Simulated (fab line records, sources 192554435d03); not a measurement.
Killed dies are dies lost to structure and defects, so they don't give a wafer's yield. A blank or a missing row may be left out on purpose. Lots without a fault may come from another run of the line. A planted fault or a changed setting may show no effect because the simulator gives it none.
A struck lot beside a sound one | flow n5_finfet | 38 steps out of a route of 1938
Sound: wafers L749.3, L749.4, L749.5. Struck: wafers L744.3, L744.4, L744.6. The cause comes at the end.
At each step with rows: each side's tool, then ch and its chambers, then its first start. Under that, the readings that differ: sound wafers | struck wafers | difference of the means | sigmas: that difference in standard deviations of wafers without a fault.
alike: readings whose means differ by less than 2 such deviations, and words and numbers that are the same on both sides. not compared: withheld readings, readings that some wafer has no value for, bounds like >300 that may hide the same value, and numbers for which the record gives no deviation and whose values overlap.
The two part at a step that has a row with sigmas, a row that says differs or no value, or rows on one side only. Numbers that don't overlap but have no deviation are shown without sigmas and don't part them. A reading that every wafer of one side lacks parts them only if that side has two wafers or more.

first, 9 steps without rows for these wafers: N5_FIN_SAQP_SPACER2_ALD_28 (deposits SiO2, target thk 8.1 nm, pulse time 1 s, purge time 2 s); N5_FIN_SAQP_SPACER2_ETCHBACK_29 (etches SiO2 in CHF3/O2, target depth 12.2 nm, time 6.1 s); N5_FIN_SAQP_MANDREL2_REMOVE_60 (chemistry HBr/Cl2/O2, target a-Si, stops on SiNx, bt time 10 s); N5_FIN_SAQP_HM_OPEN_33 (chemistry CH3F/O2, target SiNx, target depth 49.4 nm, time 70.6 s); N5_FIN_SAQP_ETCH_34 (etches SiO2 in C4F6/O2, target depth 45 nm, time 15 s); N5_FIN_SAQP_STRIP_77 (strips in N2/H2, time 90 s); N5_FIN_SAQP_ETCH_64 (etches SiO2 in CF4, target depth 1.5 nm); N5_FIN_SAQP_FIN_ETCH_36 (etches the open film in HBr/Cl2/O2, target depth 120 nm, time 50.4 s); N5_FIN_SAQP_PRECLEAN_38 (cleans in O3/DIW, time 45 s).
N5_FIN_SAQP_PRECLEAN_45: cleans in dHF, time 10 s.
  sound on wet_bench-01 ch 1,2,4, day 7 15:41; struck on wet_bench-04 ch 0,1,3, day 6 15:47
then, 1 step without rows for these wafers: N5_FIN_SAQP_SRD_39 (time 30 s).
N5_FIN_SAQP_INSPECT_40: inspects for defects (brightfield).
  sound on defect_inspect-01, day 7 15:46; struck on defect_inspect-02, day 6 15:52
  reading          | sound       | struck      | difference | sigmas
  raw_defect_count | 305 155 301 | 799 785 873 | +565       | +8
then, 9 steps without rows for these wafers: N5_FIN_CUT_COAT_18 (time 60 s, resist thk 230 nm); N5_FIN_CUT_COAT_19 (time 60 s, resist thk 20 nm); N5_FIN_CUT_COAT_29 (time 60 s, resist thk 10 nm); N5_FIN_CUT_COAT_02 (resist thk 30 nm); N5_FIN_CUT_EBR_04; N5_FIN_CUT_SOFTBAKE_03 (time 60 s); N5_FIN_CUT_EXPOSE_05 (exposes mask FIN CUT); N5_FIN_CUT_PEB_06 (peb time 60 s); N5_FIN_CUT_DEVELOP_07 (develop time 30 s).
N5_FIN_CUT_INSPECT_10: inspects for defects (brightfield).
  sound on defect_inspect-01, day 7 16:17; struck on defect_inspect-02, day 6 16:15
  reading          | sound    | struck      | difference | sigmas
  raw_defect_count | 52 19 48 | 650 633 663 | +609       | +55
then, 14 steps without rows for these wafers: N5_FIN_CUT_DESCUM_13 (chemistry O2, time 7 s); N5_FIN_CUT_ETCH_30 (etches underlayer in N2/H2, target depth 13 nm, time 10.4 s); N5_FIN_CUT_ETCH_20 (etches SiARC in CF4, target depth 26 nm, time 43.3 s); N5_FIN_CUT_ETCH_21 (etches SOC in N2/H2, target depth 219 nm, overetch 43.8 nm, time 523.5 s); N5_FIN_CUT_STRIP_23 (strips in N2/H2); N5_FIN_CUT_STRIP_31 (strips in N2/H2); N5_FIN_CUT_STRIP_24 (strips in CF4); N5_FIN_CUT_CUT_ETCH_26 (etches SiNx in CH3F/O2, target depth 39 nm, time 55.7 s); N5_FIN_CUT_CUT_ETCH_27 (etches SiO2 in CHF3/O2, target depth 4 nm, overetch 2 nm, time 4.9 s); N5_FIN_CUT_PRECLEAN_35 (cleans in vHF, time 13.3 s); N5_FIN_CUT_CUT_ETCH_15 (etches Si in HBr/Cl2/O2, target depth 100 nm, bt time 10 s, time 42.4 s); N5_FIN_CUT_CUT_ETCH_28 (etches Si in HBr/Cl2/O2, target depth 6 nm, time 2.4 s); N5_FIN_CUT_STRIP_22 (strips in N2/H2); N5_FIN_CUT_PRECLEAN_36 (cleans in O3/DIW, time 60 s).
N5_FIN_CUT_INSPECT_17: inspects for defects (brightfield).
  sound on defect_inspect-01, day 7 17:13; struck on defect_inspect-02, day 6 17:14
  reading          | sound       | struck      | difference | sigmas
  raw_defect_count | 330 171 294 | 802 785 854 | +549       | +8
-- the record jumps here: 6 days lie between the struck wafers' starts before and after (it left off in module FIN_CUT and takes up again in module BEOL_M4, whose first step shown is number 1111 of the route) --
N5_BEOL_M4_RC_MEAS_101:
  sound on prober-02 ch 0, day 13 15:06; struck on prober-02 ch 0, day 12 19:09
  alike: DIBL_N, DIBL_P, IOFF_N, IOFF_P, ION_N, ION_P, SS_N, SS_P, VT_N, VT_P

WHERE THEY PART
First at N5_FIN_SAQP_INSPECT_40; last, within this record, at N5_FIN_CUT_INSPECT_17. Later steps at which nothing parts them and some readings are alike: N5_BEOL_M4_RC_MEAS_101.

WHY: what the simulator had put in
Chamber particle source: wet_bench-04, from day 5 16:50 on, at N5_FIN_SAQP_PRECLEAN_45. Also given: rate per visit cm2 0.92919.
